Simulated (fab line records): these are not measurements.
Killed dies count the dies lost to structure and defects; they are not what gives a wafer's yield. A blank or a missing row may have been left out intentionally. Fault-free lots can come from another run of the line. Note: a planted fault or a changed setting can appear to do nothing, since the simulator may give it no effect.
Matching of chambers | flow n5 finfet | rie diel-03 running N5_MOL_CONTACT_COAG_ETCHBACK_135: 4 sister chambers
The step etches SiO2 in CHF3, target depth 25 nm, time 16.7 s. 8 wafers are shown with their chamber, then 8 later ones without.

== WAFERS WITH THEIR CHAMBER ==
wafer  | chamber | rf vpp V (V) | drypump motor current A (A)
L077.4 | 2       | 532          | 5.4
L077.5 | 0       | 505          | 5.8
L082.1 | 0       | 505          | 5.8
L082.4 | 3       | 531          | 5.4
L087.3 | 1       | 549          | 6.3
L087.5 | 3       | 531          | 5.5
L087.6 | 2       | 531          | 5.3
L085.1 | 1       | 551          | 6.3

== WAFERS MISSING THEIR CHAMBER ==
wafer  | rf vpp V (V) | drypump motor current A (A)
L085.3 | 530          | 5.4
L085.4 | 530          | 5.5
L091.1 | 549          | 6.3
L091.2 | 529          | 5.4
L091.6 | 549          | 6.3
L093.1 | 531          | 5.4
L093.3 | 504          | 5.8
L093.4 | 549          | 6.4

== THE CHAMBER EACH PASSED THROUGH ==
wafer  | from the rows above     | in truth
L085.3 | can't be placed: 3 or 2 | 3
L085.4 | can't be placed: 3 or 2 | 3
L091.1 | 1                       | 1
L091.2 | can't be placed: 3 or 2 | 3
L091.6 | 1                       | 1
L093.1 | can't be placed: 3 or 2 | 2
L093.3 | 0                       | 0
L093.4 | 1                       | 1
Correct placement for 4 of the 8. From these rows, 4 cannot be placed; in 4 the true chamber is one of the candidates. Placed wrongly: 0.
How it was worked out, from the rows above alone: a wafer's distance from a chamber is the root of the sum, over the readings, of the square of ((its reading less the chamber's mean) divided by the reading's scatter). If the next closest chamber is less than 2 further off than the closest, the wafer can't be placed; otherwise it belongs to the closest. The mean given for a chamber averages the wafers shown for that chamber. The scatter: the root of (the sum of the squares of (reading less its chamber's mean) over the shown wafers, divided by (wafers less chambers)).
